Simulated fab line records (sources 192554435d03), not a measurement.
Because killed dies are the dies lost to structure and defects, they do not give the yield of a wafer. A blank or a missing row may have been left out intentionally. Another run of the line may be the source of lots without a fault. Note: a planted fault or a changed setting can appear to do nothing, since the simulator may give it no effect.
fab line records ; flow n5_finfet
record: lots: 7; wafers: 39
route steps=1938 shown BEOL_M2@890 BEOL_M6@1239
start_h: hours from the record's first day to the start of the lot's first wafer shown ; wait_h: how many hours have passed since the lot's step before this one ; " same as the row above ; L1.1+2: a single row standing in for several wafers ; - no value, or no start given ; * or withheld: withheld ; < > ~ a bound
route shown NAME@n: NAME is a module with steps in the file, n the number in the route of the first one ; usual: mean and standard deviation over wafers with no fault ; same: alike in all rows ; chamber/n: place in a boat ; sites: each site's reading ; _std_site: the standard deviation of these ; _edge_site: outer sites' mean less inner sites' ; radius_mm: for every site, how far away it sits from the centre of the wafer ; mask NAME#n: copy n ; behind: the most recent tool/chamber to have shaped the wafer ; hold: why the lot was held/for how many hours/how that ended ; device: which transistor (n, p or np) failed to switch ; end of line: tests run on the same wafers once the route is complete ; a step with no rows: only its recipe ; killed: at the first sort, the dies lost to defects and structure; wafer yield is something else ; map: the dies of a wafer, with x for killed, . for not killed, _ for no die there
set.NAME: the setting as run; set.NAME@STEP: as run at that earlier step ; model.NAME: the simulator's own value behind a step, which no gauge read
lots run with intentionally changed settings; tables by step, rows by wafer
== steps ==
step: N5_BEOL_M2_TRENCH_ETCH_37
recipe: chemistry: C4F6/O2; target_depth_a: 555.55; target: SiOC; time_s: 29.2; ion_energy_ev: 250; pressure_mtorr: 30; source_w: 355; bias_w: 185; Ar_flow_sccm: 300; C4F6_flow_sccm: 10; O2_flow_sccm: 10
lot.wafer;tool;chamber;start_h;wait_h;set.target_depth_a;model.etch.depth_nm;model.BEOL_M2.feature_depth_nm;model.TiN_of_BEOL_M2_HM_DEP_02.thk_nm
L078.1;rie_diel-04;2;-;-;555.55;55.87;55.8;17.6
L078.2;rie_diel-04;0;-;-;711.4;73.07;73;17.2
L078.3;rie_diel-04;1;-;-;711.4;70.98;71;17
L078.4;rie_diel-04;3;-;-;711.4;71.17;71.2;17.2
L078.5;rie_diel-04;1;-;-;555.55;55.55;55.6;18
L078.6;rie_diel-04;2;-;-;555.55;55.72;55.8;17.6
L081.1;rie_diel-01;1;-;-;555.55;56;56;17.6
L081.2;rie_diel-01;2;-;-;555.55;55.82;55.8;18
L081.3;rie_diel-01;0;-;-;555.55;55.36;55.4;17.6
L081.4;rie_diel-01;3;-;-;555.55;55.46;55.4;17.6
L081.5;rie_diel-01;3;-;-;555.55;55.12;55.2;17.8
L081.6;rie_diel-01;0;-;-;555.55;55.55;55.6;17.8
L082.1;rie_diel-02;1;-;-;555.55;55.07;55;17.6
L082.2;rie_diel-02;0;-;-;555.55;54.61;54.6;17.8
L082.3;rie_diel-02;3;-;-;555.55;55.07;55;17.8
L082.4;rie_diel-02;2;-;-;555.55;56.4;56.4;17.6
L082.5;rie_diel-02;2;-;-;555.55;56.46;56.4;17.6
L082.6;rie_diel-02;3;-;-;555.55;55.29;55.2;18
L084.3;rie_diel-04;0;-;-;555.55;55.95;56;17.4
L084.5;rie_diel-04;1;-;-;555.55;54.69;54.6;17.6
L084.6;rie_diel-04;0;-;-;555.55;55.82;55.8;17.4
L087.1;rie_diel-01;3;-;-;805.3;79.12;79.2;16.8
L087.2;rie_diel-01;0;-;-;805.3;80.55;80.6;16.6
L087.3;rie_diel-01;1;-;-;805.3;81.3;81.4;16.8
L087.4;rie_diel-01;2;-;-;555.55;55.44;55.4;17.8
L087.5;rie_diel-01;3;-;-;555.55;53.91;54;17.8
L087.6;rie_diel-01;0;-;-;555.55;55.8;55.8;17.8
L095.1;rie_diel-01;3;-;-;555.55;55.46;55.4;17.6
L095.2;rie_diel-01;1;-;-;793.4;80.29;80.2;16.6
L095.3;rie_diel-01;0;-;-;793.4;79.03;79;16.8
L095.4;rie_diel-01;2;-;-;555.55;55.54;55.6;17.6
L095.5;rie_diel-01;2;-;-;555.55;55.04;55;17.6
L095.6;rie_diel-01;1;-;-;793.4;79.97;80;16.6
L096.1;rie_diel-04;2;-;-;555.55;55.27;55.2;17.8
L096.2;rie_diel-04;0;-;-;555.55;56.42;56.4;17.6
L096.3;rie_diel-04;1;-;-;426;42.02;42;18.2
L096.4;rie_diel-04;3;-;-;426;42.3;42.2;18.4
L096.5;rie_diel-04;3;-;-;426;41.83;41.8;18.2
L096.6;rie_diel-04;0;-;-;555.55;56.66;56.6;17.6
step: N5_BEOL_M2_ETCH_41
recipe: chemistry: CH3F/O2; target: SiCN; target_depth_a: 299; taper_deg: 2; time_s: 52.5; ion_energy_ev: 120; mask_material: TiN; pressure_mtorr: 30; source_w: 395; bias_w: 75; Ar_flow_sccm: 150; CH3F_flow_sccm: 30; O2_flow_sccm: 20
step: N5_BEOL_M2_STRIP_97
recipe: chemistry: N2/H2; time_s: 10; power_w: 450; temp_c: 40; pressure_mtorr: 20; rf_frequency_hz: 6e+07; bias_power_w: 7; n2_flow_sccm: 200; h2_flow_sccm: 200
step: N5_BEOL_M2_ECD_50
recipe: material: Cu; target_thk_a: 3000
step: N5_BEOL_M2_ANNEAL_51
recipe: temp_c: 225; time_s: 90; ambient: N2
step: N5_BEOL_M2_CMP_52
recipe: stop_on: SiOC; t_overpolish_s: 6.8; down_force_psi: 1; platen_rpm: 50; clearing_platen_down_force_psi: 1.5; clearing_platen_rpm: 50; post_cmp_clean: cu_alkaline; target_thk_nm: 40; clearing_platen_pad_velocity_m_s: 0.99484; pad_velocity_m_s: 0.99484
lot.wafer;tool;chamber;start_h;wait_h;set.target_depth_a@BEOL_M2_TRENCH_ETCH_37;model.Cu_of_BEOL_M2_ECD_50.thk_nm
L078.2;cmp-02;2;172.97;0.2;711.4;56.6
L078.4;cmp-02;3;172.97;0.2;711.4;56.4
L078.1+5;cmp-02;0,2;172.97;0.2;555.55;40.6
L078.3;cmp-02;1;172.97;0.2;711.4;55.2
L078.6;cmp-02;3;172.97;0.2;555.55;40.2
L081.1;cmp-03;0;192.29;0.3;555.55;41.2
L081.3;cmp-03;1;192.29;0.3;555.55;40.8
L081.2;cmp-03;2;192.29;0.3;555.55;41.4
L081.4;cmp-03;3;192.29;0.3;555.55;40
L081.5+6;cmp-03;0,1;192.29;0.3;555.55;41
L082.1+4;cmp-03;2,1;193.82;0.3;555.55;42
L082.2;cmp-03;3;193.82;0.3;555.55;38.6
L082.3;cmp-03;0;193.82;0.3;555.55;40
L082.5;cmp-03;2;193.82;0.3;555.55;41.6
L082.6;cmp-03;3;193.82;0.3;555.55;38.2
L084.3;cmp-03;1;203.35;0.3;555.55;40.6
L084.5;cmp-03;2;203.35;0.3;555.55;39.6
L084.6;cmp-03;3;203.35;0.3;555.55;40
L087.2+1;cmp-04;3,1;224.47;0.2;805.3;65.2
L087.4;cmp-04;0;224.47;0.2;555.55;42.4
L087.3;cmp-04;2;224.47;0.2;805.3;66.8
L087.5;cmp-04;3;224.47;0.2;555.55;39.2
L087.6;cmp-04;0;224.47;0.2;555.55;42
L095.2;cmp-02;1;272.00;0.7;793.4;64.2
L095.3;cmp-02;2;272.00;0.7;793.4;60.6
L095.4+1;cmp-02;3,0;272.00;0.7;555.55;39.2
L095.5;cmp-02;1;272.00;0.7;555.55;38.8
L095.6;cmp-02;2;272.00;0.7;793.4;63.4
L096.3;cmp-02;0;274.06;0.2;426;25.8
L096.4;cmp-02;1;274.06;0.2;426;24.2
L096.2;cmp-02;2;274.06;0.2;555.55;38.8
L096.1;cmp-02;3;274.06;0.2;555.55;40
L096.5;cmp-02;0;274.06;0.2;426;26
L096.6;cmp-02;1;274.06;0.2;555.55;39.6
step: N5_BEOL_M6_TRENCH_ETCH_37
recipe: chemistry: C4F6/O2; target_depth_a: 944.35; target: SiCOH_lowk; time_s: 31.5; ion_energy_ev: 250; pressure_mtorr: 30; source_w: 345; bias_w: 185; Ar_flow_sccm: 300; C4F6_flow_sccm: 10; O2_flow_sccm: 10
lot.wafer;tool;chamber;start_h;wait_h;set.time_s;model.etch.depth_nm;model.BEOL_M6.feature_depth_nm;model.TiN_of_BEOL_M6_HM_DEP_02.thk_nm
L078.1;rie_diel-04;0;-;-;31.5;96.29;96.2;17.6
L078.2;rie_diel-04;2;-;-;31.5;93.57;93.6;17.4
L078.3;rie_diel-04;1;-;-;43.84;129.1;129;16.4
L078.4;rie_diel-04;3;-;-;43.84;131.6;131.6;16.2
L078.5;rie_diel-04;2;-;-;31.5;94.29;94.2;17.2
L078.6;rie_diel-04;1;-;-;43.84;129.3;129.4;16.6
L081.1;rie_diel-04;1;-;-;31.5;94.17;94.2;17.2
L081.2;rie_diel-04;2;-;-;31.5;93.97;94;17.2
L081.3;rie_diel-04;0;-;-;31.5;96.14;96.2;17.2
L081.4;rie_diel-04;3;-;-;31.5;94.43;94.4;17.2
L081.5;rie_diel-04;2;-;-;31.5;93.46;93.4;17.2
L081.6;rie_diel-04;3;-;-;31.5;94.42;94.4;17.4
L082.1;rie_diel-04;0;-;-;47.09;144;144;16
L082.2;rie_diel-04;2;-;-;47.09;140.9;141;16.4
L082.3;rie_diel-04;3;-;-;31.5;94.36;94.4;17.4
L082.4;rie_diel-04;1;-;-;31.5;93.14;93.2;17.2
L082.5;rie_diel-04;0;-;-;47.09;142.1;142;16
L082.6;rie_diel-04;3;-;-;31.5;94.14;94.2;17.4
L084.3;rie_diel-01;2;-;-;31.5;94.25;94.2;17.4
L084.5;rie_diel-01;1;-;-;31.5;95.97;96;16.8
L084.6;rie_diel-01;0;-;-;31.5;95.54;95.6;17.4
L087.1;rie_diel-04;2;-;-;31.5;92.92;93;17.4
L087.2;rie_diel-04;0;-;-;31.5;94.82;94.8;17.2
L087.3;rie_diel-04;3;-;-;31.5;92.35;92.4;17.4
L087.4;rie_diel-04;1;-;-;31.5;92.25;92.2;17.4
L087.5;rie_diel-04;2;-;-;31.5;92.95;93;17.4
L087.6;rie_diel-04;1;-;-;31.5;91.92;92;17.4
L096.1;rie_diel-02;1;-;-;20.82;61.57;61.6;18
L096.2;rie_diel-02;2;-;-;20.82;62.82;62.8;17.6
L096.3;rie_diel-02;0;-;-;31.5;91.27;91.2;16.8
L096.4;rie_diel-02;3;-;-;20.82;62.44;62.4;17.8
L096.5;rie_diel-02;2;-;-;31.5;96.24;96.2;16.8
L096.6;rie_diel-02;1;-;-;31.5;93.07;93;17
L095.1;rie_diel-01;2;-;-;31.5;94.97;95;17.6
L095.2;rie_diel-01;1;-;-;31.5;95.99;96;17.6
L095.3;rie_diel-01;0;-;-;20.07;61.07;61;18.2
L095.4;rie_diel-01;3;-;-;20.07;60.24;60.2;18
L095.5;rie_diel-01;3;-;-;31.5;95.17;95.2;17.2
L095.6;rie_diel-01;2;-;-;20.07;60.6;60.6;18.2
step: N5_BEOL_M6_ETCH_41
recipe: chemistry: CH3F/O2; target: SiCN; target_depth_a: 297; taper_deg: 2; time_s: 52; ion_energy_ev: 120; mask_material: TiN; pressure_mtorr: 30; source_w: 395; bias_w: 75; Ar_flow_sccm: 150; CH3F_flow_sccm: 30; O2_flow_sccm: 20
step: N5_BEOL_M6_STRIP_80
recipe: chemistry: N2/H2; time_s: 10; power_w: 450; temp_c: 40; pressure_mtorr: 20; rf_frequency_hz: 6e+07; bias_power_w: 7; n2_flow_sccm: 200; h2_flow_sccm: 200
step: N5_BEOL_M6_OCD_MEAS_38
usual: trench_depth_nm: 94.3/1.3
lot.wafer;tool;chamber;start_h;wait_h;set.time_s@BEOL_M6_TRENCH_ETCH_37;trench_depth_nm
L078.1;ocd-02;-;217.09;-;31.5;96.2
L078.2;ocd-02;-;217.09;-;31.5;93.2
L078.3;ocd-02;-;217.09;-;43.84;129.1
L078.4;ocd-02;-;217.09;-;43.84;131.8
L078.5;ocd-02;-;217.09;-;31.5;94.8
L078.6;ocd-02;-;217.09;-;43.84;129.7
L081.1;ocd-02;-;235.65;-;31.5;94.6
L081.2;ocd-02;-;235.65;-;31.5;94.6
L081.3;ocd-02;-;235.65;-;31.5;95.5
L081.4;ocd-02;-;235.65;-;31.5;95.2
L081.5;ocd-02;-;235.65;-;31.5;93.1
L081.6;ocd-02;-;235.65;-;31.5;94.5
L082.1;ocd-02;-;241.26;-;47.09;143.6
L082.2;ocd-02;-;241.26;-;47.09;140.9
L082.3;ocd-02;-;241.26;-;31.5;94.1
L082.4;ocd-02;-;241.26;-;31.5;93.0
L082.5;ocd-02;-;241.26;-;47.09;142.3
L082.6;ocd-02;-;241.26;-;31.5;93.7
L084.3;ocd-01;-;254.16;-;31.5;94.1
L084.5;ocd-01;-;254.16;-;31.5;96.2
L084.6;ocd-01;-;254.16;-;31.5;95.9
L087.1;ocd-02;-;265.44;-;31.5;93.0
L087.2;ocd-02;-;265.44;-;31.5;95.0
L087.3;ocd-02;-;265.44;-;31.5;92.3
L087.4;ocd-02;-;265.44;-;31.5;92.3
L087.5;ocd-02;-;265.44;-;31.5;93.1
L087.6;ocd-02;-;265.44;-;31.5;92.2
L096.1;ocd-01;-;332.44;-;20.82;61.8
L096.2;ocd-01;-;332.44;-;20.82;62.6
L096.3;ocd-01;-;332.44;-;31.5;91.0
L096.4;ocd-01;-;332.44;-;20.82;62.2
L096.5;ocd-01;-;332.44;-;31.5;96.4
L096.6;ocd-01;-;332.44;-;31.5;93.0
L095.1;ocd-02;-;343.22;-;31.5;94.8
L095.2;ocd-02;-;343.22;-;31.5;95.8
L095.3;ocd-02;-;343.22;-;20.07;61.3
L095.4;ocd-02;-;343.22;-;20.07;59.9
L095.5;ocd-02;-;343.22;-;31.5;95.4
L095.6;ocd-02;-;343.22;-;20.07;60.7
step: N5_BEOL_M6_HM_STRIP_39
recipe: chemistry: peroxide_tin_strip; material: TiN; target_depth_a: 250; temp_c: 50; time_s: 158
step: N5_BEOL_M6_SRD_40
recipe: time_s: 30; temp_c: 23; rinse_liquid: diw; dry: ipa_marangoni
step: N5_BEOL_M6_ECD_50
recipe: material: Cu; target_thk_a: 3000
step: N5_BEOL_M6_ANNEAL_51
recipe: temp_c: 225; time_s: 90; ambient: N2
step: N5_BEOL_M6_CMP_52
recipe: stop_on: SiCOH_lowk; t_overpolish_s: 6.9; down_force_psi: 1; platen_rpm: 50; clearing_platen_down_force_psi: 1.5; clearing_platen_rpm: 50; post_cmp_clean: cu_alkaline; target_thk_nm: 80; clearing_platen_pad_velocity_m_s: 0.99484; pad_velocity_m_s: 0.99484
lot.wafer;tool;chamber;start_h;wait_h;set.time_s@BEOL_M6_TRENCH_ETCH_37;model.Cu_of_BEOL_M6_ECD_50.thk_nm
L078.4;cmp-04;2;219.16;0.1;43.84;119
L078.3;cmp-04;3;219.16;0.1;43.84;117.4
L078.1;cmp-04;0;219.16;0.1;31.5;84.4
L078.2;cmp-04;1;219.16;0.1;31.5;81.2
L078.5;cmp-04;2;219.16;0.1;31.5;82.6
L078.6;cmp-04;3;219.16;0.1;43.84;116.6
L081.1;cmp-02;1;238.60;0.3;31.5;79.4
L081.3;cmp-02;2;238.60;0.3;31.5;80.6
L081.4;cmp-02;3;238.60;0.3;31.5;81
L081.2;cmp-02;0;238.60;0.3;31.5;78.4
L081.5;cmp-02;1;238.60;0.3;31.5;78.6
L081.6;cmp-02;2;238.60;0.3;31.5;79.8
L082.1;cmp-02;2;245.11;0.5;47.09;127.8
L082.2;cmp-02;3;245.11;0.5;47.09;124.6
L082.3;cmp-02;0;245.11;0.5;31.5;78.6
L082.4;cmp-02;1;245.11;0.5;31.5;77.6
L082.6;cmp-02;2;245.11;0.5;31.5;76.8
L082.5;cmp-02;3;245.11;0.5;47.09;126.4
L084.3;cmp-02;2;257.49;0.4;31.5;79
L084.5;cmp-02;3;257.49;0.4;31.5;81.6
L084.6;cmp-02;0;257.49;0.4;31.5;80.8
L087.1;cmp-02;1;268.61;0.3;31.5;78.2
L087.4+3+6;cmp-02;2,0,1;268.61;0.3;31.5;77.2
L087.2;cmp-02;3;268.61;0.3;31.5;80.8
L087.5;cmp-02;2;268.61;0.3;31.5;77
L096.4;cmp-02;1;336.39;0.1;20.82;47.8
L096.3;cmp-02;2;336.39;0.1;31.5;77
L096.2;cmp-02;3;336.39;0.1;20.82;48.4
L096.1;cmp-02;0;336.39;0.1;20.82;47
L096.5;cmp-02;1;336.39;0.1;31.5;81.4
L096.6;cmp-02;2;336.39;0.1;31.5;77.6
L095.4;cmp-03;0;346.00;0.1;20.07;47.2
L095.2;cmp-03;1;346.00;0.1;31.5;83.2
L095.3+6;cmp-03;2,1;346.00;0.1;20.07;48.6
L095.1;cmp-03;3;346.00;0.1;31.5;81.4
L095.5;cmp-03;0;346.00;0.1;31.5;82
step: N5_BEOL_M6_THK_MEAS_53
recipe: thk_meas_gauge: xrf; reads: Cu_of_BEOL_M6_ECD_50
usual: M6_THK: 79.4/2
lot.wafer;tool;chamber;start_h;wait_h;set.time_s@BEOL_M6_TRENCH_ETCH_37;M6_THK[nm]
L078.1;film_metro-01;-;219.45;-;31.5;82.8
L078.2;film_metro-01;-;219.45;-;31.5;80.0
L078.3;film_metro-01;-;219.45;-;43.84;115.9
L078.4;film_metro-01;-;219.45;-;43.84;116.6
L078.5;film_metro-01;-;219.45;-;31.5;81.7
L078.6;film_metro-01;-;219.45;-;43.84;115.0
L081.1;film_metro-02;-;238.90;-;31.5;79.4
L081.2;film_metro-02;-;238.90;-;31.5;78.3
L081.3;film_metro-02;-;238.90;-;31.5;80.6
L081.4;film_metro-02;-;238.90;-;31.5;80.7
L081.5;film_metro-02;-;238.90;-;31.5;78.3
L081.6;film_metro-02;-;238.90;-;31.5;79.7
L082.1;film_metro-02;-;245.41;-;47.09;127.2
L082.2;film_metro-02;-;245.41;-;47.09;124.5
L082.3;film_metro-02;-;245.41;-;31.5;78.5
L082.4;film_metro-02;-;245.41;-;31.5;77.1
L082.5;film_metro-02;-;245.41;-;47.09;125.5
L082.6;film_metro-02;-;245.41;-;31.5;76.2
L084.3;film_metro-02;-;257.67;-;31.5;78.9
L084.5;film_metro-02;-;257.67;-;31.5;81.3
L084.6;film_metro-02;-;257.67;-;31.5;80.3
L087.1;film_metro-01;-;268.91;-;31.5;77.8
L087.2;film_metro-01;-;268.91;-;31.5;79.9
L087.3;film_metro-01;-;268.91;-;31.5;76.9
L087.4;film_metro-01;-;268.91;-;31.5;76.7
L087.5;film_metro-01;-;268.91;-;31.5;76.7
L087.6;film_metro-01;-;268.91;-;31.5;76.8
L096.1;film_metro-02;-;336.68;-;20.82;46.9
L096.2;film_metro-02;-;336.68;-;20.82;48.3
L096.3;film_metro-02;-;336.68;-;31.5;76.9
L096.4;film_metro-02;-;336.68;-;20.82;47.7
L096.5;film_metro-02;-;336.68;-;31.5;81.2
L096.6;film_metro-02;-;336.68;-;31.5;77.7
L095.1;film_metro-01;-;346.30;-;31.5;80.5
L095.2;film_metro-01;-;346.30;-;31.5;82.0
L095.3;film_metro-01;-;346.30;-;20.07;48.1
L095.4;film_metro-01;-;346.30;-;20.07;46.7
L095.5;film_metro-01;-;346.30;-;31.5;80.6
L095.6;film_metro-01;-;346.30;-;20.07;47.8
step: N5_BEOL_M6_PRE_CLEAN_55
recipe: gas: NH3; time_s: 15; temp_c: withheld; rf_power_w: 300
step: N5_BEOL_M6_DEP_56
recipe: material: SiCN; target_thk_a: 100; temp_c: withheld; precursor: 3MS/NH3; pressure_torr: 3; rf_w: 202; time_s: 17.5
step: N5_BEOL_M6_RS_MEAS_57
recipe: thk_meas_gauge: four-point-probe; reads: Cu_of_BEOL_M6_ECD_50+Co_of_BEOL_M6_CVD_78+TaN_of_BEOL_M6_ALD_77
usual: M6_RS: 0.286/0.0081
lot.wafer;tool;chamber;start_h;wait_h;set.time_s@BEOL_M6_TRENCH_ETCH_37;M6_RS[ohm/sq]
L078.1;film_metro-01;-;219.61;0.1;31.5;0.269
L078.2;film_metro-01;-;219.61;0.1;31.5;0.282
L078.3;film_metro-01;-;219.61;0.1;43.84;0.184
L078.4;film_metro-01;-;219.61;0.1;43.84;0.182
L078.5;film_metro-01;-;219.61;0.1;31.5;0.275
L078.6;film_metro-01;-;219.61;0.1;43.84;0.185
L081.1;film_metro-02;-;239.06;0.1;31.5;0.288
L081.2;film_metro-02;-;239.06;0.1;31.5;0.293
L081.3;film_metro-02;-;239.06;0.1;31.5;0.284
L081.4;film_metro-02;-;239.06;0.1;31.5;0.283
L081.5;film_metro-02;-;239.06;0.1;31.5;0.293
L081.6;film_metro-02;-;239.06;0.1;31.5;0.287
L082.1;film_metro-02;-;245.57;0.1;47.09;0.168
L082.2;film_metro-02;-;245.57;0.1;47.09;0.172
L082.3;film_metro-02;-;245.57;0.1;31.5;0.292
L082.4;film_metro-02;-;245.57;0.1;31.5;0.297
L082.5;film_metro-02;-;245.57;0.1;47.09;0.170
L082.6;film_metro-02;-;245.57;0.1;31.5;0.301
L084.3;film_metro-02;-;257.80;0.1;31.5;0.291
L084.5;film_metro-02;-;257.80;0.1;31.5;0.280
L084.6;film_metro-02;-;257.80;0.1;31.5;0.284
L087.1;film_metro-01;-;269.07;0.1;31.5;0.295
L087.2;film_metro-01;-;269.07;0.1;31.5;0.283
L087.3;film_metro-01;-;269.07;0.1;31.5;0.299
L087.4;film_metro-01;-;269.07;0.1;31.5;0.298
L087.5;film_metro-01;-;269.07;0.1;31.5;0.299
L087.6;film_metro-01;-;269.07;0.1;31.5;0.299
L096.1;film_metro-02;-;336.83;0.1;20.82;0.548
L096.2;film_metro-02;-;336.83;0.1;20.82;0.527
L096.3;film_metro-02;-;336.83;0.1;31.5;0.300
L096.4;film_metro-02;-;336.83;0.1;20.82;0.535
L096.5;film_metro-02;-;336.83;0.1;31.5;0.280
L096.6;film_metro-02;-;336.83;0.1;31.5;0.297
L095.1;film_metro-01;-;346.43;0.1;31.5;0.281
L095.2;film_metro-01;-;346.43;0.1;31.5;0.274
L095.3;film_metro-01;-;346.43;0.1;20.07;0.524
L095.4;film_metro-01;-;346.43;0.1;20.07;0.544
L095.5;film_metro-01;-;346.43;0.1;31.5;0.278
L095.6;film_metro-01;-;346.43;0.1;20.07;0.525
== key ==
split: step: N5_BEOL_M2_TRENCH_ETCH_37; setting: target_depth_a; stated: 555.55; by: wafer
response: step: N5_BEOL_M2_TRENCH_ETCH_37; reading: model.etch.depth_nm; change: +0.571; per: 1%; r: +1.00
response: step: N5_BEOL_M2_TRENCH_ETCH_37; reading: model.BEOL_M2.feature_depth_nm; change: +0.571; per: 1%; r: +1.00
response: step: N5_BEOL_M2_TRENCH_ETCH_37; reading: model.TiN_of_BEOL_M2_HM_DEP_02.thk_nm; change: -0.0229; per: 1%; r: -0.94
response: step: N5_BEOL_M2_CMP_52; reading: model.Cu_of_BEOL_M2_ECD_50.thk_nm; change: +0.556; per: 1%; r: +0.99
split: step: N5_BEOL_M6_TRENCH_ETCH_37; setting: time_s; stated: 31.5; by: wafer
response: step: N5_BEOL_M6_TRENCH_ETCH_37; reading: model.etch.depth_nm; change: +0.946; per: 1%; r: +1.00
response: step: N5_BEOL_M6_TRENCH_ETCH_37; reading: model.BEOL_M6.feature_depth_nm; change: +0.946; per: 1%; r: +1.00
response: step: N5_BEOL_M6_TRENCH_ETCH_37; reading: model.TiN_of_BEOL_M6_HM_DEP_02.thk_nm; change: -0.0239; per: 1%; r: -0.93
response: step: N5_BEOL_M6_OCD_MEAS_38; reading: trench_depth_nm; change: +0.948; per: 1%; r: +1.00
response: step: N5_BEOL_M6_CMP_52; reading: model.Cu_of_BEOL_M6_ECD_50.thk_nm; change: +0.939; per: 1%; r: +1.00
response: step: N5_BEOL_M6_THK_MEAS_53; reading: M6_THK; change: +0.932; per: 1%; r: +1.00
response: step: N5_BEOL_M6_RS_MEAS_57; reading: M6_RS; change: -0.00424; per: 1%; r: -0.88
